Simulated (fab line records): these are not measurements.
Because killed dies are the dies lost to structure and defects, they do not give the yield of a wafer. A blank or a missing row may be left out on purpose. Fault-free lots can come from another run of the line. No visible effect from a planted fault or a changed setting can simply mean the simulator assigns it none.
Which tool did it? | flow n5_finfet | Sampling: 9 lots, 27 wafers, 3 of 1938 route steps

WHAT THE GAUGES SHOWED, per wafer
N5_BEOL_M0_CUTY_INSPECT_59: inspects for defects (macro).
lot  | measured    | on                | raw_defect_count
L667 | day 6 02:50 | defect_inspect-01 | 4 1 2
L669 | day 6 19:45 | defect_inspect-01 | 0 2 2
L670 | day 7 00:07 | defect_inspect-02 | 7 3 0
L672 | day 7 14:44 | defect_inspect-01 | 2 2 3
L675 | day 8 03:16 | defect_inspect-01 | 2 2 3
L676 | day 8 19:09 | defect_inspect-02 | 4 1 2
L677 | day 8 21:20 | defect_inspect-01 | 1 1 2
L678 | day 9 02:02 | defect_inspect-02 | 3 45 3
L679 | day 9 05:53 | defect_inspect-01 | 2 45 3

TOOL THAT RAN EACH LOT (tool first, then ch and the chambers of the sampled wafers, then the start)
lot  | N5_BEOL_M0_SAQP_SPACER2_ETCHBACK_27 | N5_BEOL_M0_SAQP_STRIP_75
L667 | rie_diel-03 ch 0,2,3, day 6 00:36   | rie_diel-03 ch 0,1,2, day 6 02:23
L669 | rie_diel-03 ch 0,2,3, day 6 17:29   | rie_diel-01 ch 2,3, day 6 19:18
L670 | rie_diel-02 ch 0,1,3, day 6 21:59   | rie_diel-02 ch 0,2,3, day 6 23:40
L672 | rie_diel-03 ch 0,1, day 7 12:29     | rie_diel-03 ch 0,1,3, day 7 14:17
L675 | rie_diel-02 ch 0,3, day 8 01:06     | rie_diel-03 ch 0,2,3, day 8 02:49
L676 | rie_diel-02 ch 0,1,3, day 8 15:50   | rie_diel-02 ch 0,2,3, day 8 18:50
L677 | rie_diel-01 ch 0,1,2, day 8 19:18   | rie_diel-01 ch 0,3, day 8 21:01
L678 | rie_diel-02 ch 0,2, day 8 22:10     | rie_diel-01 ch 0,1, day 9 01:35
L679 | rie_diel-02 ch 0,1,3, day 9 03:53   | rie_diel-03 ch 0,1,3, day 9 05:26
- N5_BEOL_M0_SAQP_SPACER2_ETCHBACK_27: etches SiO2 in CHF3/O2, target depth 22.5 nm, time 11.25 s.
- N5_BEOL_M0_SAQP_STRIP_75: strips in CF4.

THE ANSWER, worked out from the rows above alone
Rule: what is usual is taken from the lots themselves. The widest of any qualifying gaps counts: lots, ordered by their means at a reading, are off when they make up no more than a third of the lots, leave a main group of 4 or more, and stand apart from it by 3 or more times the standard deviation of that group's means. A main group is skipped when, at the precision printed for the reading in the tables above, its means are all equal. Also off: a lot with no number at a reading for which 4 or more lots have one. Where the step has rows for the other lots, those lots are counted as sound.
Off: L678, L679, at N5_BEOL_M0_CUTY_INSPECT_59 (raw_defect_count). For the main group the mean is 2.2 and the standard deviation 0.64.
A tool fits if, at a process step before that reading, it ran every lot that is off, and no sound lot after the first of them. Those tools and the gauges at N5_BEOL_M0_CUTY_INSPECT_59 are tried in the same way. One fits: N5_BEOL_M0_SAQP_SPACER2_ETCHBACK_27 on rie_diel-02. A fault onset in the window from L676 (day 8 15:50, its last sound lot) to L678 (day 8 22:10, its first lot off) fits.

WHAT THE SIMULATOR HAD INSERTED
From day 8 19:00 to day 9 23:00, rie_diel-02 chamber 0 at N5_BEOL_M0_SAQP_SPACER2_ETCHBACK_27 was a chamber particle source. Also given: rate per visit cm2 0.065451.
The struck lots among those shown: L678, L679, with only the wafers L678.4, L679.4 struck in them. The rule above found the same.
